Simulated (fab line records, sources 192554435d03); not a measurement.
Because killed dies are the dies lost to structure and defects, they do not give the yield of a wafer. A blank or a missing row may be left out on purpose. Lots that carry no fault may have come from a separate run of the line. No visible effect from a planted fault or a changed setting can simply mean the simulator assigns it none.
Matching of chambers + flow n5 finfet + N5_DUMMY_GATE_ETCH_23 on rie si-06: 4 sister chambers
The step etches poly-Si in HBr/Cl2/O2, target depth 41 nm, time 22.3 s. 18 wafers are shown with their chamber, then 9 later ones without.

WAFERS, EACH WITH ITS CHAMBER
| wafer  | chamber | drypump motor current A (A) | oes product au (a.u.) | bias w (W) |
|--------|---------|-----------------------------|-----------------------|------------|
| L074.2 | 0       | 5.3                         | 1.027                 | 101.65     |
| L074.3 | 3       | 5.0                         | 0.960                 | 102.37     |
| L074.4 | 2       | 4.9                         | 1.006                 | 102.02     |
| L078.1 | 1       | 6.2                         | 0.973                 | 101.53     |
| L078.3 | 3       | 5.0                         | 0.970                 | 102.21     |
| L078.6 | 2       | 4.9                         | 1.012                 | 102.29     |
| L081.2 | 3       | 5.0                         | 0.955                 | 101.63     |
| L081.4 | 0       | 5.3                         | 1.020                 | 102.11     |
| L081.6 | 0       | 5.3                         | 1.027                 | 101.89     |
| L083.4 | 2       | 4.9                         | 1.009                 | 102.61     |
| L083.5 | 0       | 5.3                         | 1.025                 | 102.43     |
| L083.6 | 3       | 5.0                         | 0.956                 | 101.64     |
| L086.1 | 2       | 4.9                         | 1.018                 | 101.67     |
| L086.2 | 0       | 5.3                         | 1.031                 | 101.73     |
| L086.4 | 3       | 5.0                         | 0.970                 | 101.60     |
| L091.1 | 1       | 6.2                         | 0.977                 | 102.00     |
| L091.3 | 0       | 5.3                         | 1.045                 | 101.93     |
| L091.4 | 3       | 5.1                         | 0.969                 | 101.68     |

SIGNATURES (means of the wafers above)
| reading                 | chamber 0 | chamber 1 | chamber 2 | chamber 3 | scatter within a chamber |
|-------------------------|-----------|-----------|-----------|-----------|--------------------------|
| drypump motor current A | 5.300     | 6.200     | 4.900     | 5.017     | 0.0244                   |
| oes product au          | 1.02917   | 0.97500   | 1.01125   | 0.96333   | 0.00711                  |
| bias w                  | 101.9567  | 101.7650  | 102.1475  | 101.8550  | 0.335                    |
Rule: a wafer's distance from a chamber is the root of the sum, over the readings, of the square of ((its reading less the chamber's mean) divided by the reading's scatter). The wafer belongs to the nearest chamber; if the next one is less than 2 further off, it can't be placed. The scatter is the square root of a quotient: the sum, over the shown wafers, of each reading's squared deviation from its chamber's mean, divided by wafers minus chambers.

WAFERS WITH NO CHAMBER GIVEN
| wafer  | drypump motor current A (A) | oes product au (a.u.) | bias w (W) |
|--------|-----------------------------|-----------------------|------------|
| L092.2 | 6.2                         | 0.970                 | 102.23     |
| L092.4 | 5.0                         | 0.966                 | 101.68     |
| L092.6 | 4.9                         | 1.007                 | 101.80     |
| L094.2 | 5.3                         | 1.029                 | 102.23     |
| L094.3 | 6.2                         | 0.961                 | 101.79     |
| L094.5 | 6.2                         | 0.975                 | 102.30     |
| L095.1 | 4.9                         | 1.018                 | 102.42     |
| L095.2 | 5.0                         | 0.956                 | 101.83     |
| L095.4 | 6.2                         | 0.973                 | 101.42     |

EACH ONE'S CHAMBER
| wafer  | from the rows above | in truth |
|--------|---------------------|----------|
| L092.2 | 1                   | 1        |
| L092.4 | 3                   | 3        |
| L092.6 | 2                   | 2        |
| L094.2 | 0                   | 0        |
| L094.3 | 1                   | 1        |
| L094.5 | 1                   | 1        |
| L095.1 | 2                   | 2        |
| L095.2 | 3                   | 3        |
| L095.4 | 1                   | 1        |
Placed correctly: 9 of 9. Can't be placed from these rows: 0. Wrongly placed: 0.
